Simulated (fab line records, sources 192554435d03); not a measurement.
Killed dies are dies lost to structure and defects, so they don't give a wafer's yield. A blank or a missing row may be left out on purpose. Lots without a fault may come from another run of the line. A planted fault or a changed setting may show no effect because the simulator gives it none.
Split-lot experiment | flow n5_finfet | 7 lots, 39 wafers read, on a route of 1938 steps

THE SPLIT
At N5_DUMMY_GATE_ETCH_31 (etches SiO2 in C4F6/O2, target depth 82.5 nm, time 27.5 s), the setting target_depth_a was moved away from the recipe's 825 angstrom on 15 of the 39 wafers read, by -7.6% to +12.3%. The other wafers ran this setting at the recipe's value.

The reading is taken at the split's own step.

THE READING
SOC_of_DUMMY_GATE_COAT_34.thk_nm (the simulator's own value, which no gauge read), in nm, at N5_DUMMY_GATE_ETCH_31 (etches SiO2 in C4F6/O2, target depth 82.5 nm, time 27.5 s). The file gives no usual value for it. The 24 wafers here that ran the recipe average 51.8 nm, standard deviation 0.17 nm.

wafer  | tool, chamber at the split | target_depth_a as run, angstrom | against the recipe | SOC_of_DUMMY_GATE_COAT_34.thk_nm, nm | against lot-mates on the recipe
L074.1 | rie_diel-04, 0             | 825                             | recipe             | 52                                   | -
L074.2 | rie_diel-04, 1             | 825                             | recipe             | 51.6                                 | -
L074.3 | rie_diel-04, 2             | 767.8                           | -6.9%              | 52.4                                 | +0.6
L074.4 | rie_diel-04, 3             | 767.8                           | -6.9%              | 52.4                                 | +0.6
L074.5 | rie_diel-04, 3             | 825                             | recipe             | 51.8                                 | -
L074.6 | rie_diel-04, 0             | 767.8                           | -6.9%              | 52.6                                 | +0.8
L075.2 | rie_diel-01, 1             | 825                             | recipe             | 51.8                                 | -
L075.5 | rie_diel-01, 0             | 825                             | recipe             | 51.8                                 | -
L075.6 | rie_diel-01, 1             | 825                             | recipe             | 51.6                                 | -
L076.1 | rie_diel-01, 1             | 825                             | recipe             | 51.8                                 | -
L076.2 | rie_diel-01, 2             | 825                             | recipe             | 51.8                                 | -
L076.3 | rie_diel-01, 3             | 825                             | recipe             | 52                                   | -
L076.4 | rie_diel-01, 0             | 825                             | recipe             | 51.8                                 | -
L076.5 | rie_diel-01, 1             | 825                             | recipe             | 51.8                                 | -
L076.6 | rie_diel-01, 2             | 825                             | recipe             | 52                                   | -
L079.1 | rie_diel-03, 0             | 762.1                           | -7.6%              | 52.4                                 | +0.5
L079.2 | rie_diel-03, 2             | 762.1                           | -7.6%              | 52.8                                 | +0.9
L079.3 | rie_diel-03, 1             | 825                             | recipe             | 51.8                                 | -
L079.4 | rie_diel-03, 3             | 825                             | recipe             | 51.8                                 | -
L079.5 | rie_diel-03, 0             | 825                             | recipe             | 52                                   | -
L079.6 | rie_diel-03, 1             | 762.1                           | -7.6%              | 52.4                                 | +0.5
L082.1 | rie_diel-04, 3             | 926.8                           | +12.3%             | 51                                   | -1.1
L082.2 | rie_diel-04, 2             | 926.8                           | +12.3%             | 51                                   | -1.1
L082.3 | rie_diel-04, 1             | 926.8                           | +12.3%             | 51                                   | -1.1
L082.4 | rie_diel-04, 2             | 825                             | recipe             | 52                                   | -
L082.5 | rie_diel-04, 3             | 825                             | recipe             | 52.2                                 | -
L082.6 | rie_diel-04, 1             | 825                             | recipe             | 52                                   | -
L083.1 | rie_diel-04, 2             | 853.2                           | +3.4%              | 51.6                                 | -0.3
L083.2 | rie_diel-04, 1             | 853.2                           | +3.4%              | 51.4                                 | -0.5
L083.3 | rie_diel-04, 0             | 853.2                           | +3.4%              | 51.8                                 | -0.1
L083.4 | rie_diel-04, 3             | 825                             | recipe             | 51.8                                 | -
L083.5 | rie_diel-04, 0             | 825                             | recipe             | 52                                   | -
L083.6 | rie_diel-04, 1             | 825                             | recipe             | 51.8                                 | -
L087.1 | rie_diel-01, 3             | 888.4                           | +7.7%              | 51.2                                 | -0.4
L087.2 | rie_diel-01, 0             | 888.4                           | +7.7%              | 51.2                                 | -0.4
L087.3 | rie_diel-01, 2             | 888.4                           | +7.7%              | 51.2                                 | -0.4
L087.4 | rie_diel-01, 1             | 825                             | recipe             | 51.6                                 | -
L087.5 | rie_diel-01, 2             | 825                             | recipe             | 51.8                                 | -
L087.6 | rie_diel-01, 1             | 825                             | recipe             | 51.4                                 | -

THE FIT
A straight line over all 39 wafers: SOC_of_DUMMY_GATE_COAT_34.thk_nm changes by -0.0787 nm for each +1% of target_depth_a; r = -0.93; the points scatter about the line by 0.16 nm.
The same after taking each lot's own level away (the mean of its wafers on the recipe; 39 wafers): -0.0823 nm for each +1%; r = -0.95; scatter 0.14 nm.
On that fit, the largest move of target_depth_a shifts the reading by 1 nm.
The lots' own levels span 51.60 to 52.07 nm, that is 2.7 times the standard deviation above.
So the lot-to-lot level changes the slope little: the two slopes agree.
Check: with one of the wafers moved furthest among these (+12.3%) left out of the fit, the line predicts -0.974 nm for it against its lot-mates. It came out at -1.07 nm against them.

OTHER SPLITS ON THESE WAFERS
These wafers also went through other splits before the reading. Each is held against what the fit with the lots' levels taken away leaves over:
other split on the same wafers     | wafers away from the commonest value | r with SOC_of_DUMMY_GATE_COAT_34.thk_nm (lot level and that fit taken away)
N5_FIN_SAQP_HM_DEP_72 target_thk_a | 12                                   | -0.30

THE WHOLE CHAIN: every reading that the file lists as answering this split, in the file's order
step                  | what it does                                              | reading                                                                           | change (the file's fit)                | r (the file's)
N5_DUMMY_GATE_ETCH_31 | etches SiO2 in C4F6/O2, target depth 82.5 nm, time 27.5 s | etch.depth_nm (the simulator's own value, which no gauge read)                    | +0.799 nm for each +1% of the setting  | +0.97
N5_DUMMY_GATE_ETCH_31 | etches SiO2 in C4F6/O2, target depth 82.5 nm, time 27.5 s | SOC_of_DUMMY_GATE_COAT_34.thk_nm (the simulator's own value, which no gauge read) | -0.0816 nm for each +1% of the setting | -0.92

THE FILE'S OWN FIT
SOC_of_DUMMY_GATE_COAT_34.thk_nm changes by -0.0816 nm for each +1% of target_depth_a, r = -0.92.
